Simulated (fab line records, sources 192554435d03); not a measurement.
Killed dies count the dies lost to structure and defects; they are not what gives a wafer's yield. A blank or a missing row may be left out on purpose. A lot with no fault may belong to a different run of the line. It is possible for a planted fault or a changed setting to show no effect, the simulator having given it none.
Which tool did it?    flow n5Finfet    30 wafers from 10 lots sampled at 6 of the route's 1938 steps

## WHAT EACH GAUGE READ, for each wafer
N5_BEOL_M12_INSPECT_30: inspects for defects (macro). Usual: 2.0 for rawDefectCount, sd 1.4.
lot   measured      on                rawDefectCount  flag
L966  day 11 04:55  defectInspect-02  1 2 2           
L965  day 11 05:16  defectInspect-02  4 3 2           
L968  day 11 18:46  defectInspect-01  1 5 2           
L969  day 11 22:56  defectInspect-01  3 3 3           
L970  day 12 00:02  defectInspect-02  0 3 4           
L974  day 12 20:34  defectInspect-02  2 3 3           
L980  day 14 23:10  defectInspect-01  1 1 3           
L981  day 15 03:19  defectInspect-01  5 5 1           
L982  day 15 03:56  defectInspect-02  4 0 3           
L987  day 16 15:15  defectInspect-01  0 2 3           

N5_BEOL_M12_INSPECT_55: inspects for defects (darkfield). Usual: 69 for rawDefectCount, sd 19.
lot   measured      on                rawDefectCount  flag
L966  day 11 12:28  defectInspect-01  71 93 73        
L965  day 11 15:40  defectInspect-01  79 76 77        
L968  day 11 21:58  defectInspect-01  107 91 76       
L969  day 12 03:44  defectInspect-02  82 131 84       
L970  day 12 08:13  defectInspect-02  76 66 53        
L974  day 13 01:47  defectInspect-02  50 41 68        
L980  day 15 03:26  defectInspect-02  83 62 82        
L981  day 15 08:55  defectInspect-01  291 307 333     OFF
L982  day 15 11:13  defectInspect-01  336 365 333     OFF
L987  day 16 18:52  defectInspect-01  67 68 73        

N5_BEOL_M13_INSPECT_12: inspects for defects (macro). Usual: 2.1 for rawDefectCount, sd 1.5.
lot   measured      on                rawDefectCount  flag
L966  day 11 13:08  defectInspect-01  4 1 1           
L965  day 11 16:13  defectInspect-01  7 1 3           
L968  day 11 22:38  defectInspect-02  3 2 2           
L969  day 12 04:28  defectInspect-01  6 2 3           
L970  day 12 08:46  defectInspect-01  3 1 0           
L974  day 13 02:20  defectInspect-01  2 3 2           
L980  day 15 03:59  defectInspect-02  1 3 1           
L981  day 15 09:35  defectInspect-01  241 270 284     OFF
L982  day 15 11:45  defectInspect-01  279 271 278     OFF
L987  day 16 19:32  defectInspect-02  3 2 3           

## TOOL THAT RAN EACH LOT (tool first, then ch and the chambers of the sampled wafers, then the start)
lot   N5_BEOL_M12_ETCH_68                N5_BEOL_M12_DEGAS_41         N5_BEOL_M12_DEP_53
L966  rieDiel-01 ch 2,3, day 11 05:11    pvdSputter-01, day 11 11:14  pecvd-01 ch 0,2, day 11 12:23
L965  rieDiel-04 ch 0,2, day 11 05:31    pvdSputter-03, day 11 14:25  pecvd-01 ch 1,2, day 11 15:35
L968  rieDiel-04 ch 0,1,3, day 11 20:01  pvdSputter-01, day 11 20:43  pecvd-01 ch 0,2, day 11 21:52
L969  rieDiel-04 ch 0,1,3, day 11 23:17  pvdSputter-03, day 12 02:25  pecvd-04 ch 1,2, day 12 03:39
L970  rieDiel-04 ch 2,3, day 12 00:52    pvdSputter-03, day 12 02:56  pecvd-04 ch 0,1, day 12 08:07
L974  rieDiel-05 ch 0,2, day 12 20:47    pvdSputter-03, day 13 00:31  pecvd-01 ch 1,2, day 13 01:41
L980  rieDiel-04 ch 0,1,3, day 14 23:23  pvdSputter-01, day 15 01:59  pecvd-01 ch 0,1,2, day 15 03:21
L981  rieDiel-04 ch 0,3, day 15 03:33    pvdSputter-01, day 15 07:32  pecvd-01 ch 0,1,2, day 15 08:50
L982  rieDiel-05 ch 0,2, day 15 04:09    pvdSputter-01, day 15 09:55  pecvd-01 ch 0,1,2, day 15 11:07
L987  rieDiel-01 ch 2,3, day 16 15:37    pvdSputter-02, day 16 17:38  pecvd-02 ch 0,1,2, day 16 18:47
- N5_BEOL_M12_ETCH_68: etches SOC in N2/H2, time 285 s.
- N5_BEOL_M12_DEGAS_41: time 60 s.
- N5_BEOL_M12_DEP_53: deposits SiCN from 3MS/NH3, target thk 30 nm, time 10.5 s.

## AS READ BY THE TOOLS THEMSELVES (means over the sampled wafers that have a number; for cases with no such wafer, the mark the record gives instead)
N5_BEOL_M12_ETCH_68. Usual: drypumpMotorCurrentA 5.5 A, standard deviation 0.38; oesProductAu 0.83 a.u., standard deviation 0.081; rfVppV 524.2 V, standard deviation 3; showerheadPlenumPTorr 2.55 Torr, standard deviation 0.1; throttleValvePct 17.68 %, standard deviation 0.28.
lot   tool        drypumpMotorCurrentA (A)  oesProductAu (a.u.)  rfVppV (V)  showerheadPlenumPTorr (Torr)  throttleValvePct (%)  flag
L966  rieDiel-01  5.7                       0.74                 525.9       2.60                          17.83                 
L965  rieDiel-04  5.8                       0.92                 525.7       2.58                          17.56                 
L968  rieDiel-04  5.6                       0.90                 525.7       2.64                          17.48                 
L969  rieDiel-04  5.6                       0.88                 526.7       2.64                          17.48                 
L970  rieDiel-04  5.5                       0.90                 526.3       2.58                          17.53                 
L974  rieDiel-05  5.2                       0.70                 519.0       2.39                          18.17                 
L980  rieDiel-04  5.5                       0.84                 525.5       2.63                          17.53                 
L981  rieDiel-04  5.4                       0.83                 524.9       2.58                          17.42                 
L982  rieDiel-05  5.1                       0.68                 519.5       2.39                          18.20                 
L987  rieDiel-01  5.8                       0.89                 525.2       2.58                          17.61                 

N5_BEOL_M12_DEGAS_41. Usual: 330 W for heaterPowerW, sd 22.
lot   tool           heaterPowerW (W)  flag
L966  pvdSputter-01  328               
L965  pvdSputter-03  306               
L968  pvdSputter-01  335               
L969  pvdSputter-03  306               
L970  pvdSputter-03  320               
L974  pvdSputter-03  313               
L980  pvdSputter-01  334               
L981  pvdSputter-01  339               
L982  pvdSputter-01  336               
L987  pvdSputter-02  324               

N5_BEOL_M12_DEP_53. Usual: showerheadPlenumPTorr 4.160 Torr, standard deviation 0.019; throttleValvePct 18.0 %, standard deviation 0.81.
lot   tool      showerheadPlenumPTorr (Torr)  throttleValvePct (%)  flag
L966  pecvd-01  4.159                         17.6                  
L965  pecvd-01  4.173                         17.8                  
L968  pecvd-01  4.146                         17.6                  
L969  pecvd-04  4.159                         17.8                  
L970  pecvd-04  4.170                         19.2                  
L974  pecvd-01  4.168                         17.8                  
L980  pecvd-01  4.166                         17.6                  
L981  pecvd-01  4.164                         17.7                  
L982  pecvd-01  4.162                         17.5                  
L987  pecvd-02  4.153                         17.9                  

## THE ANSWER, worked out from the rows above alone
Rule: a lot counts as off when the mean over its wafers that have a number is more than 3 standard deviations away from the usual mean. A lot without any number at a reading at which 4 lots or more have one is off too. Any other lot the step has rows for is counted as sound. Order of review: gauges by route order, followed by the tools' own readings, for which a lot's mean as printed above is used. At the first step where some lot is off, the reading lying furthest off is the one used; lots without a number count as furthest.
Off: L981, L982, at N5_BEOL_M12_INSPECT_55 (rawDefectCount).
If a tool, at a process step before that reading, ran all the lots that are off and no sound lot after the first of them, it fits. The gauges at N5_BEOL_M12_INSPECT_55 are tried like those tools. This does not decide it: 2 tools fit, namely pvdSputter-01 at N5_BEOL_M12_DEGAS_41 and pecvd-01 at N5_BEOL_M12_DEP_53.

## WHAT HAD BEEN PUT IN BY THE SIMULATOR
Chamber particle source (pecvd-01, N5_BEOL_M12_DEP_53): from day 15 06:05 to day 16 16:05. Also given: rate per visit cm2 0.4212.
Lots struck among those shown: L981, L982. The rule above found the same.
